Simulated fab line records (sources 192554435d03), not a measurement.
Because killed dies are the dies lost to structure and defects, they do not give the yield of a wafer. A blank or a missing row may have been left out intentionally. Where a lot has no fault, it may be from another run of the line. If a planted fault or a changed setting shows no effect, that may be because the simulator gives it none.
Which tool was responsible? / flow n5Finfet / 24 lots, 72 wafers sampled, at 6 steps of a route of 1938

## WHAT EACH GAUGE READ, for each wafer
N5_START_INSPECT_01: inspects for defects (unpatterned scan). Usual: rawDefectCount reads 5.7 (standard deviation 2.7).
lot=L074; measured=day 1 12:02; on=defectInspect-02; rawDefectCount=5 9 7; flag=
lot=L075; measured=day 1 18:02; on=defectInspect-01; rawDefectCount=7 5 7; flag=
lot=L076; measured=day 2 00:02; on=defectInspect-02; rawDefectCount=3 5 10; flag=
lot=L077; measured=day 2 06:02; on=defectInspect-02; rawDefectCount=7 6 5; flag=
lot=L078; measured=day 2 12:02; on=defectInspect-01; rawDefectCount=3 9 5; flag=
lot=L079; measured=day 2 18:02; on=defectInspect-02; rawDefectCount=5 7 2; flag=
lot=L080; measured=day 3 00:02; on=defectInspect-01; rawDefectCount=7 7 3; flag=
lot=L081; measured=day 3 06:02; on=defectInspect-01; rawDefectCount=7 8 4; flag=
lot=L082; measured=day 3 12:02; on=defectInspect-01; rawDefectCount=5 4 3; flag=
lot=L083; measured=day 3 18:02; on=defectInspect-01; rawDefectCount=5 4 6; flag=
lot=L084; measured=day 4 00:09; on=defectInspect-01; rawDefectCount=6 6 7; flag=
lot=L085; measured=day 4 06:02; on=defectInspect-01; rawDefectCount=8 4 2; flag=
lot=L086; measured=day 4 12:02; on=defectInspect-01; rawDefectCount=5 6 6; flag=
lot=L087; measured=day 4 18:02; on=defectInspect-01; rawDefectCount=10 10 2; flag=
lot=L088; measured=day 5 00:02; on=defectInspect-01; rawDefectCount=12 2 7; flag=
lot=L089; measured=day 5 06:02; on=defectInspect-02; rawDefectCount=5 7 5; flag=
lot=L090; measured=day 5 12:02; on=defectInspect-02; rawDefectCount=6 2 8; flag=
lot=L091; measured=day 5 18:02; on=defectInspect-02; rawDefectCount=3 19 11; flag=
lot=L092; measured=day 6 00:30; on=defectInspect-02; rawDefectCount=7 4 5; flag=
lot=L093; measured=day 6 06:02; on=defectInspect-01; rawDefectCount=2 4 9; flag=
lot=L094; measured=day 6 12:02; on=defectInspect-02; rawDefectCount=11 9 10; flag=
lot=L095; measured=day 6 18:02; on=defectInspect-02; rawDefectCount=8 6 4; flag=
lot=L096; measured=day 7 00:02; on=defectInspect-01; rawDefectCount=5 11 6; flag=
lot=L097; measured=day 7 06:02; on=defectInspect-01; rawDefectCount=4 1 6; flag=

N5_WELL_APT_CD_MEAS_25: the cd target is 200 nm. Usual: cdNm reads 199.6 nm (standard deviation 2.2).
lot=L074; measured=day 1 14:52; on=cdSem-03; cdNm (nm)=196.6 198.7 202.7; flag=
lot=L075; measured=day 1 21:05; on=cdSem-03; cdNm (nm)=196.1 200.2 200.0; flag=
lot=L076; measured=day 2 02:42; on=cdSem-01; cdNm (nm)=199.7 198.9 202.5; flag=
lot=L077; measured=day 2 09:44; on=cdSem-01; cdNm (nm)=201.5 196.2 199.7; flag=
lot=L078; measured=day 2 15:00; on=cdSem-02; cdNm (nm)=199.8 200.4 199.3; flag=
lot=L079; measured=day 2 21:05; on=cdSem-03; cdNm (nm)=201.7 206.5 201.2; flag=
lot=L080; measured=day 3 03:06; on=cdSem-02; cdNm (nm)=201.1 199.2 198.2; flag=
lot=L081; measured=day 3 08:56; on=cdSem-03; cdNm (nm)=204.2 198.7 199.2; flag=
lot=L082; measured=day 3 14:57; on=cdSem-02; cdNm (nm)=197.4 198.2 199.1; flag=
lot=L083; measured=day 3 21:20; on=cdSem-02; cdNm (nm)=202.3 198.7 204.6; flag=
lot=L084; measured=day 4 02:56; on=cdSem-01; cdNm (nm)=200.1 200.0 198.2; flag=
lot=L085; measured=day 4 08:59; on=cdSem-02; cdNm (nm)=197.7 196.5 200.8; flag=
lot=L086; measured=day 4 15:08; on=cdSem-01; cdNm (nm)=200.4 202.6 201.1; flag=
lot=L087; measured=day 4 20:56; on=cdSem-02; cdNm (nm)=201.9 202.4 200.3; flag=
lot=L088; measured=day 5 03:30; on=cdSem-01; cdNm (nm)=198.2 198.2 194.4; flag=
lot=L089; measured=day 5 09:07; on=cdSem-02; cdNm (nm)=198.6 198.0 197.4; flag=
lot=L090; measured=day 5 14:50; on=cdSem-01; cdNm (nm)=200.0 202.2 201.3; flag=
lot=L091; measured=day 5 20:59; on=cdSem-02; cdNm (nm)=199.9 199.7 199.4; flag=
lot=L092; measured=day 6 03:16; on=cdSem-02; cdNm (nm)=203.8 201.0 200.0; flag=
lot=L093; measured=day 6 09:26; on=cdSem-03; cdNm (nm)=201.5 201.7 201.3; flag=
lot=L094; measured=day 6 15:40; on=cdSem-02; cdNm (nm)=201.1 203.7 199.8; flag=
lot=L095; measured=day 6 21:04; on=cdSem-01; cdNm (nm)=195.4 195.8 195.1; flag=
lot=L096; measured=day 7 02:56; on=cdSem-01; cdNm (nm)=198.8 197.6 200.0; flag=
lot=L097; measured=day 7 08:49; on=cdSem-01; cdNm (nm)=198.1 196.0 198.5; flag=

N5_WELL_APT_INSPECT_27: inspects for defects (macro). Usual: rawDefectCount reads 2.0 (standard deviation 1.3).
lot=L074; measured=day 1 14:55; on=defectInspect-01; rawDefectCount=0 3 1; flag=
lot=L075; measured=day 1 21:08; on=defectInspect-02; rawDefectCount=2 0 5; flag=
lot=L076; measured=day 2 02:45; on=defectInspect-02; rawDefectCount=2 5 1; flag=
lot=L077; measured=day 2 09:47; on=defectInspect-02; rawDefectCount=1 1 2; flag=
lot=L078; measured=day 2 15:03; on=defectInspect-02; rawDefectCount=2 2 1; flag=
lot=L079; measured=day 2 21:08; on=defectInspect-01; rawDefectCount=1 2 1; flag=
lot=L080; measured=day 3 03:09; on=defectInspect-01; rawDefectCount=5 5 0; flag=
lot=L081; measured=day 3 09:00; on=defectInspect-01; rawDefectCount=6 1 2; flag=
lot=L082; measured=day 3 15:00; on=defectInspect-01; rawDefectCount=5 3 1; flag=
lot=L083; measured=day 3 21:23; on=defectInspect-02; rawDefectCount=4 2 2; flag=
lot=L084; measured=day 4 02:59; on=defectInspect-01; rawDefectCount=2 1 2; flag=
lot=L085; measured=day 4 09:02; on=defectInspect-01; rawDefectCount=0 1 3; flag=
lot=L086; measured=day 4 15:11; on=defectInspect-01; rawDefectCount=3 2 2; flag=
lot=L087; measured=day 4 20:59; on=defectInspect-01; rawDefectCount=1 1 4; flag=
lot=L088; measured=day 5 03:33; on=defectInspect-01; rawDefectCount=3 1 3; flag=
lot=L089; measured=day 5 09:10; on=defectInspect-02; rawDefectCount=0 1 0; flag=
lot=L090; measured=day 5 14:53; on=defectInspect-02; rawDefectCount=1 2 2; flag=
lot=L091; measured=day 5 21:02; on=defectInspect-02; rawDefectCount=1 2 2; flag=
lot=L092; measured=day 6 03:19; on=defectInspect-02; rawDefectCount=1 4 3; flag=
lot=L093; measured=day 6 09:29; on=defectInspect-01; rawDefectCount=0 2 3; flag=
lot=L094; measured=day 6 15:43; on=defectInspect-02; rawDefectCount=1 2 1; flag=
lot=L095; measured=day 6 21:07; on=defectInspect-02; rawDefectCount=3 3 2; flag=
lot=L096; measured=day 7 02:59; on=defectInspect-02; rawDefectCount=3 3 1; flag=
lot=L097; measured=day 7 08:53; on=defectInspect-01; rawDefectCount=1 2 3; flag=

N5_FIN_SAQP_CD_MEAS_27: the cd target is 20 nm. Usual: cdNm reads 20.33 nm (standard deviation 0.23).
lot=L074; measured=day 2 00:29; on=cdSem-01; cdNm (nm)=20.38 20.48 20.10; flag=
lot=L075; measured=day 2 08:09; on=cdSem-03; cdNm (nm)=20.40 20.48 20.28; flag=
lot=L076; measured=day 2 14:05; on=cdSem-01; cdNm (nm)=20.34 20.25 20.20; flag=
lot=L077; measured=day 2 19:55; on=cdSem-03; cdNm (nm)=20.39 20.55 20.38; flag=
lot=L078; measured=day 3 01:53; on=cdSem-02; cdNm (nm)=20.12 20.64 20.04; flag=
lot=L079; measured=day 3 06:54; on=cdSem-03; cdNm (nm)=20.55 20.14 20.34; flag=
lot=L080; measured=day 3 12:29; on=cdSem-02; cdNm (nm)=20.15 20.51 20.17; flag=
lot=L081; measured=day 3 17:53; on=cdSem-02; cdNm (nm)=20.31 20.38 20.52; flag=
lot=L082; measured=day 4 00:43; on=cdSem-03; cdNm (nm)=20.48 19.93 20.49; flag=
lot=L083; measured=day 4 07:05; on=cdSem-01; cdNm (nm)=20.12 20.70 20.70; flag=
lot=L084; measured=day 4 15:20; on=cdSem-02; cdNm (nm)=20.63 20.39 20.40; flag=
lot=L085; measured=day 4 18:34; on=cdSem-01; cdNm (nm)=20.30 20.17 20.45; flag=
lot=L086; measured=day 5 04:38; on=cdSem-01; cdNm (nm)=20.32 20.18 20.18; flag=
lot=L087; measured=day 5 06:55; on=cdSem-02; cdNm (nm)=20.29 20.57 20.27; flag=
lot=L088; measured=day 5 14:19; on=cdSem-01; cdNm (nm)=20.19 20.29 20.42; flag=
lot=L089; measured=day 5 18:50; on=cdSem-01; cdNm (nm)=20.06 20.62 20.15; flag=
lot=L090; measured=day 6 00:27; on=cdSem-01; cdNm (nm)=20.27 20.74 20.14; flag=
lot=L091; measured=day 6 07:47; on=cdSem-03; cdNm (nm)=20.34 20.18 19.85; flag=
lot=L092; measured=day 6 13:19; on=cdSem-01; cdNm (nm)=19.86 20.30 20.48; flag=
lot=L093; measured=day 6 18:32; on=cdSem-03; cdNm (nm)=20.51 20.66 20.00; flag=
lot=L094; measured=day 7 02:41; on=cdSem-01; cdNm (nm)=20.72 20.13 20.46; flag=
lot=L095; measured=day 7 06:40; on=cdSem-02; cdNm (nm)=20.44 20.23 20.31; flag=
lot=L096; measured=day 7 12:11; on=cdSem-02; cdNm (nm)=20.15 20.14 20.29; flag=
lot=L097; measured=day 7 17:38; on=cdSem-03; cdNm (nm)=20.60 20.68 19.78; flag=

## WHICH TOOL RAN EACH LOT (tool, then ch and the chambers of the sampled wafers, then the start)
lot=L074; N5_PMOS_HMC_CHANNEL_EPI_HM_OPEN_15=rieDiel-06 ch 0,1,2, day 1 17:08; N5_FIN_SAQP_ALD_61=aldSin-02 ch 1,2,3, day 1 21:01
lot=L075; N5_PMOS_HMC_CHANNEL_EPI_HM_OPEN_15=rieDiel-02 ch 0,2,3, day 1 23:31; N5_FIN_SAQP_ALD_61=aldSin-01 ch 0,2,3, day 2 04:03
lot=L076; N5_PMOS_HMC_CHANNEL_EPI_HM_OPEN_15=rieDiel-02 ch 1,2, day 2 06:13; N5_FIN_SAQP_ALD_61=aldSin-04 ch 0,1,3, day 2 10:04
lot=L077; N5_PMOS_HMC_CHANNEL_EPI_HM_OPEN_15=rieDiel-01 ch 0,2,3, day 2 12:44; N5_FIN_SAQP_ALD_61=aldSin-01 ch 0,3, day 2 15:42
lot=L078; N5_PMOS_HMC_CHANNEL_EPI_HM_OPEN_15=rieDiel-02 ch 0,1,2, day 2 17:20; N5_FIN_SAQP_ALD_61=aldSin-04 ch 2,3, day 2 22:03
lot=L079; N5_PMOS_HMC_CHANNEL_EPI_HM_OPEN_15=rieDiel-02 ch 0,1, day 2 23:38; N5_FIN_SAQP_ALD_61=aldSin-01 ch 2,3, day 3 02:49
lot=L080; N5_PMOS_HMC_CHANNEL_EPI_HM_OPEN_15=rieDiel-01 ch 0,2,3, day 3 05:43; N5_FIN_SAQP_ALD_61=aldSin-02 ch 1,2,3, day 3 09:01
lot=L081; N5_PMOS_HMC_CHANNEL_EPI_HM_OPEN_15=rieDiel-02 ch 0,1, day 3 11:38; N5_FIN_SAQP_ALD_61=aldSin-04 ch 2,3, day 3 14:26
lot=L082; N5_PMOS_HMC_CHANNEL_EPI_HM_OPEN_15=rieDiel-06 ch 1,2,3, day 3 18:14; N5_FIN_SAQP_ALD_61=aldSin-01 ch 2,3, day 3 21:25
lot=L083; N5_PMOS_HMC_CHANNEL_EPI_HM_OPEN_15=rieDiel-06 ch 0,3, day 3 23:48; N5_FIN_SAQP_ALD_61=aldSin-01 ch 1,2, day 4 03:37
lot=L084; N5_PMOS_HMC_CHANNEL_EPI_HM_OPEN_15=rieDiel-01 ch 1,2,3, day 4 05:49; N5_FIN_SAQP_ALD_61=aldSin-04 ch 0,1,3, day 4 09:32
lot=L085; N5_PMOS_HMC_CHANNEL_EPI_HM_OPEN_15=rieDiel-06 ch 2,3, day 4 11:53; N5_FIN_SAQP_ALD_61=aldSin-02 ch 1,2, day 4 15:08
lot=L086; N5_PMOS_HMC_CHANNEL_EPI_HM_OPEN_15=rieDiel-02 ch 0,1,3, day 4 17:34; N5_FIN_SAQP_ALD_61=aldSin-01 ch 1,2,3, day 4 23:44
lot=L087; N5_PMOS_HMC_CHANNEL_EPI_HM_OPEN_15=rieDiel-02 ch 0,1, day 4 23:43; N5_FIN_SAQP_ALD_61=aldSin-02 ch 0,2,3, day 5 03:27
lot=L088; N5_PMOS_HMC_CHANNEL_EPI_HM_OPEN_15=rieDiel-01 ch 0,1,2, day 5 06:20; N5_FIN_SAQP_ALD_61=aldSin-02 ch 0,1,2, day 5 10:14
lot=L089; N5_PMOS_HMC_CHANNEL_EPI_HM_OPEN_15=rieDiel-02 ch 1,2, day 5 12:24; N5_FIN_SAQP_ALD_61=aldSin-04 ch 0,1, day 5 15:14
lot=L090; N5_PMOS_HMC_CHANNEL_EPI_HM_OPEN_15=rieDiel-06 ch 0,3, day 5 18:17; N5_FIN_SAQP_ALD_61=aldSin-01 ch 0,1,3, day 5 21:05
lot=L091; N5_PMOS_HMC_CHANNEL_EPI_HM_OPEN_15=rieDiel-06 ch 0,1,2, day 6 00:38; N5_FIN_SAQP_ALD_61=aldSin-01 ch 0,1,2, day 6 03:38
lot=L092; N5_PMOS_HMC_CHANNEL_EPI_HM_OPEN_15=rieDiel-02 ch 1,2, day 6 05:50; N5_FIN_SAQP_ALD_61=aldSin-04 ch 1,2,3, day 6 09:21
lot=L093; N5_PMOS_HMC_CHANNEL_EPI_HM_OPEN_15=rieDiel-01 ch 1,3, day 6 11:49; N5_FIN_SAQP_ALD_61=aldSin-02 ch 1,2, day 6 14:58
lot=L094; N5_PMOS_HMC_CHANNEL_EPI_HM_OPEN_15=rieDiel-02 ch 0,2,3, day 6 19:53; N5_FIN_SAQP_ALD_61=aldSin-04 ch 0,1, day 6 23:06
lot=L095; N5_PMOS_HMC_CHANNEL_EPI_HM_OPEN_15=rieDiel-02 ch 1,2,3, day 6 23:53; N5_FIN_SAQP_ALD_61=aldSin-01 ch 0,1,2, day 7 03:14
lot=L096; N5_PMOS_HMC_CHANNEL_EPI_HM_OPEN_15=rieDiel-06 ch 0,2,3, day 7 05:35; N5_FIN_SAQP_ALD_61=aldSin-02 ch 0,1,3, day 7 08:42
lot=L097; N5_PMOS_HMC_CHANNEL_EPI_HM_OPEN_15=rieDiel-01 ch 1,3, day 7 11:10; N5_FIN_SAQP_ALD_61=aldSin-01 ch 0,2,3, day 7 14:02
- N5_PMOS_HMC_CHANNEL_EPI_HM_OPEN_15: chemistry CHF3/O2, target SiO2, target depth 40.6 nm, time 20.3 s.
- N5_FIN_SAQP_ALD_61: deposits SiO2, target thk 4 nm, pulse time 1 s, purge time 2 s.

## WHAT THE TOOLS THEMSELVES READ (means of the sampled wafers that have a number; where no wafer has one, the mark that the record gives instead)
N5_PMOS_HMC_CHANNEL_EPI_HM_OPEN_15. Usual: O2_flow_sccm 4.997 sccm, standard deviation 0.014; chamberPressureMTorr 30.001 mTorr, standard deviation 0.024; drypumpMotorCurrentA 6.1 A, standard deviation 0.47; oesProductAu 0.76 a.u., standard deviation 0.043; rfVppV 524 V, standard deviation 7.2; showerheadPlenumPTorr 2.36 Torr, standard deviation 0.096; throttleValvePct 18.93 %, standard deviation 0.18.
lot=L074; tool=rieDiel-06; O2_flow_sccm (sccm)=4.991; chamberPressureMTorr (mTorr)=30.011; drypumpMotorCurrentA (A)=5.9; oesProductAu (a.u.)=0.78; rfVppV (V)=531; showerheadPlenumPTorr (Torr)=2.38; throttleValvePct (%)=18.78; flag=
lot=L075; tool=rieDiel-02; O2_flow_sccm (sccm)=4.994; chamberPressureMTorr (mTorr)=30.003; drypumpMotorCurrentA (A)=6.5; oesProductAu (a.u.)=0.77; rfVppV (V)=517; showerheadPlenumPTorr (Torr)=2.29; throttleValvePct (%)=18.92; flag=
lot=L076; tool=rieDiel-02; O2_flow_sccm (sccm)=4.999; chamberPressureMTorr (mTorr)=30.000; drypumpMotorCurrentA (A)=6.3; oesProductAu (a.u.)=0.83; rfVppV (V)=524; showerheadPlenumPTorr (Torr)=2.35; throttleValvePct (%)=18.85; flag=
lot=L077; tool=rieDiel-01; O2_flow_sccm (sccm)=4.996; chamberPressureMTorr (mTorr)=30.006; drypumpMotorCurrentA (A)=5.9; oesProductAu (a.u.)=0.77; rfVppV (V)=525; showerheadPlenumPTorr (Torr)=2.42; throttleValvePct (%)=18.95; flag=
lot=L078; tool=rieDiel-02; O2_flow_sccm (sccm)=5.002; chamberPressureMTorr (mTorr)=30.008; drypumpMotorCurrentA (A)=6.3; oesProductAu (a.u.)=0.77; rfVppV (V)=522; showerheadPlenumPTorr (Torr)=2.36; throttleValvePct (%)=18.81; flag=
lot=L079; tool=rieDiel-02; O2_flow_sccm (sccm)=4.998; chamberPressureMTorr (mTorr)=30.001; drypumpMotorCurrentA (A)=6.4; oesProductAu (a.u.)=0.73; rfVppV (V)=520; showerheadPlenumPTorr (Torr)=2.37; throttleValvePct (%)=18.77; flag=
lot=L080; tool=rieDiel-01; O2_flow_sccm (sccm)=4.986; chamberPressureMTorr (mTorr)=30.003; drypumpMotorCurrentA (A)=5.9; oesProductAu (a.u.)=0.78; rfVppV (V)=525; showerheadPlenumPTorr (Torr)=2.42; throttleValvePct (%)=18.95; flag=
lot=L081; tool=rieDiel-02; O2_flow_sccm (sccm)=4.996; chamberPressureMTorr (mTorr)=30.001; drypumpMotorCurrentA (A)=6.4; oesProductAu (a.u.)=0.73; rfVppV (V)=520; showerheadPlenumPTorr (Torr)=2.37; throttleValvePct (%)=18.78; flag=
lot=L082; tool=rieDiel-06; O2_flow_sccm (sccm)=5.005; chamberPressureMTorr (mTorr)=30.018; drypumpMotorCurrentA (A)=6.1; oesProductAu (a.u.)=0.77; rfVppV (V)=528; showerheadPlenumPTorr (Torr)=2.34; throttleValvePct (%)=18.84; flag=
lot=L083; tool=rieDiel-06; O2_flow_sccm (sccm)=4.989; chamberPressureMTorr (mTorr)=30.009; drypumpMotorCurrentA (A)=6.4; oesProductAu (a.u.)=0.71; rfVppV (V)=520; showerheadPlenumPTorr (Torr)=2.31; throttleValvePct (%)=18.90; flag=
lot=L084; tool=rieDiel-01; O2_flow_sccm (sccm)=5.001; chamberPressureMTorr (mTorr)=30.009; drypumpMotorCurrentA (A)=5.7; oesProductAu (a.u.)=0.75; rfVppV (V)=525; showerheadPlenumPTorr (Torr)=2.41; throttleValvePct (%)=19.04; flag=
lot=L085; tool=rieDiel-06; O2_flow_sccm (sccm)=5.011; chamberPressureMTorr (mTorr)=29.987; drypumpMotorCurrentA (A)=6.3; oesProductAu (a.u.)=0.74; rfVppV (V)=524; showerheadPlenumPTorr (Torr)=2.35; throttleValvePct (%)=18.92; flag=
lot=L086; tool=rieDiel-02; O2_flow_sccm (sccm)=4.993; chamberPressureMTorr (mTorr)=29.979; drypumpMotorCurrentA (A)=6.2; oesProductAu (a.u.)=0.74; rfVppV (V)=522; showerheadPlenumPTorr (Torr)=2.37; throttleValvePct (%)=18.94; flag=
lot=L087; tool=rieDiel-02; O2_flow_sccm (sccm)=4.976; chamberPressureMTorr (mTorr)=30.004; drypumpMotorCurrentA (A)=5.9; oesProductAu (a.u.)=0.75; rfVppV (V)=526; showerheadPlenumPTorr (Torr)=2.44; throttleValvePct (%)=18.82; flag=
lot=L088; tool=rieDiel-01; O2_flow_sccm (sccm)=4.989; chamberPressureMTorr (mTorr)=29.999; drypumpMotorCurrentA (A)=5.6; oesProductAu (a.u.)=0.75; rfVppV (V)=530; showerheadPlenumPTorr (Torr)=2.41; throttleValvePct (%)=19.13; flag=
lot=L089; tool=rieDiel-02; O2_flow_sccm (sccm)=5.020; chamberPressureMTorr (mTorr)=30.004; drypumpMotorCurrentA (A)=6.0; oesProductAu (a.u.)=0.78; rfVppV (V)=528; showerheadPlenumPTorr (Torr)=2.43; throttleValvePct (%)=18.88; flag=
lot=L090; tool=rieDiel-06; O2_flow_sccm (sccm)=5.003; chamberPressureMTorr (mTorr)=29.996; drypumpMotorCurrentA (A)=6.2; oesProductAu (a.u.)=0.70; rfVppV (V)=522; showerheadPlenumPTorr (Torr)=2.34; throttleValvePct (%)=18.89; flag=
lot=L091; tool=rieDiel-06; O2_flow_sccm (sccm)=4.994; chamberPressureMTorr (mTorr)=30.021; drypumpMotorCurrentA (A)=5.9; oesProductAu (a.u.)=0.75; rfVppV (V)=531; showerheadPlenumPTorr (Torr)=2.37; throttleValvePct (%)=18.82; flag=
lot=L092; tool=rieDiel-02; O2_flow_sccm (sccm)=5.009; chamberPressureMTorr (mTorr)=29.995; drypumpMotorCurrentA (A)=5.9; oesProductAu (a.u.)=0.77; rfVppV (V)=528; showerheadPlenumPTorr (Torr)=2.43; throttleValvePct (%)=18.88; flag=
lot=L093; tool=rieDiel-01; O2_flow_sccm (sccm)=5.002; chamberPressureMTorr (mTorr)=30.017; drypumpMotorCurrentA (A)=6.1; oesProductAu (a.u.)=0.71; rfVppV (V)=520; showerheadPlenumPTorr (Torr)=2.39; throttleValvePct (%)=19.10; flag=
lot=L094; tool=rieDiel-02; O2_flow_sccm (sccm)=5.005; chamberPressureMTorr (mTorr)=29.997; drypumpMotorCurrentA (A)=6.5; oesProductAu (a.u.)=0.74; rfVppV (V)=518; showerheadPlenumPTorr (Torr)=2.28; throttleValvePct (%)=18.98; flag=
lot=L095; tool=rieDiel-02; O2_flow_sccm (sccm)=5.017; chamberPressureMTorr (mTorr)=29.988; drypumpMotorCurrentA (A)=6.1; oesProductAu (a.u.)=0.76; rfVppV (V)=525; showerheadPlenumPTorr (Torr)=2.36; throttleValvePct (%)=19.01; flag=
lot=L096; tool=rieDiel-06; O2_flow_sccm (sccm)=4.992; chamberPressureMTorr (mTorr)=30.007; drypumpMotorCurrentA (A)=6.1; oesProductAu (a.u.)=0.71; rfVppV (V)=524; showerheadPlenumPTorr (Torr)=2.38; throttleValvePct (%)=18.92; flag=
lot=L097; tool=rieDiel-01; O2_flow_sccm (sccm)=4.988; chamberPressureMTorr (mTorr)=29.991; drypumpMotorCurrentA (A)=5.8; oesProductAu (a.u.)=0.70; rfVppV (V)=525; showerheadPlenumPTorr (Torr)=2.39; throttleValvePct (%)=19.27; flag=

N5_FIN_SAQP_ALD_61. Usual: heaterPowerW 482 W, standard deviation 47; precursorPulseHeightRel 1.002, standard deviation 0.022.
lot=L074; tool=aldSin-02; heaterPowerW (W)=544; precursorPulseHeightRel=1.013; flag=
lot=L075; tool=aldSin-01; heaterPowerW (W)=471; precursorPulseHeightRel=1.001; flag=
lot=L076; tool=aldSin-04; heaterPowerW (W)=468; precursorPulseHeightRel=0.998; flag=
lot=L077; tool=aldSin-01; heaterPowerW (W)=471; precursorPulseHeightRel=1.003; flag=
lot=L078; tool=aldSin-04; heaterPowerW (W)=476; precursorPulseHeightRel=1.003; flag=
lot=L079; tool=aldSin-01; heaterPowerW (W)=488; precursorPulseHeightRel=1.008; flag=
lot=L080; tool=aldSin-02; heaterPowerW (W)=537; precursorPulseHeightRel=1.003; flag=
lot=L081; tool=aldSin-04; heaterPowerW (W)=523; precursorPulseHeightRel=0.994; flag=
lot=L082; tool=aldSin-01; heaterPowerW (W)=490; precursorPulseHeightRel=1.000; flag=
lot=L083; tool=aldSin-01; heaterPowerW (W)=481; precursorPulseHeightRel=0.990; flag=
lot=L084; tool=aldSin-04; heaterPowerW (W)=469; precursorPulseHeightRel=1.024; flag=
lot=L085; tool=aldSin-02; heaterPowerW (W)=545; precursorPulseHeightRel=0.994; flag=
lot=L086; tool=aldSin-01; heaterPowerW (W)=480; precursorPulseHeightRel=1.005; flag=
lot=L087; tool=aldSin-02; heaterPowerW (W)=491; precursorPulseHeightRel=1.009; flag=
lot=L088; tool=aldSin-02; heaterPowerW (W)=515; precursorPulseHeightRel=1.015; flag=
lot=L089; tool=aldSin-04; heaterPowerW (W)=431; precursorPulseHeightRel=1.003; flag=
lot=L090; tool=aldSin-01; heaterPowerW (W)=463; precursorPulseHeightRel=0.983; flag=
lot=L091; tool=aldSin-01; heaterPowerW (W)=469; precursorPulseHeightRel=1.006; flag=
lot=L092; tool=aldSin-04; heaterPowerW (W)=465; precursorPulseHeightRel=1.005; flag=
lot=L093; tool=aldSin-02; heaterPowerW (W)=555; precursorPulseHeightRel=0.978; flag=
lot=L094; tool=aldSin-04; heaterPowerW (W)=419; precursorPulseHeightRel=1.005; flag=
lot=L095; tool=aldSin-01; heaterPowerW (W)=471; precursorPulseHeightRel=1.010; flag=
lot=L096; tool=aldSin-02; heaterPowerW (W)=496; precursorPulseHeightRel=0.998; flag=
lot=L097; tool=aldSin-01; heaterPowerW (W)=479; precursorPulseHeightRel=1.013; flag=

## THE ANSWER, worked out from the rows above alone
Rule: lot off if the mean of its wafers having a number is beyond 3 standard deviations from the usual mean. Also off: a lot with no number at a reading for which 4 or more lots have one. The other lots that the step has rows for count as sound. Order of review: gauges by route order, followed by the tools' own readings, for which a lot's mean as printed above is used. At the first step where some lot is off, the reading lying furthest off is the one used; lots without a number count as furthest.
No lot is off on any of the readings shown, so nothing can be concluded from this.

## WHAT HAD BEEN PUT IN BY THE SIMULATOR
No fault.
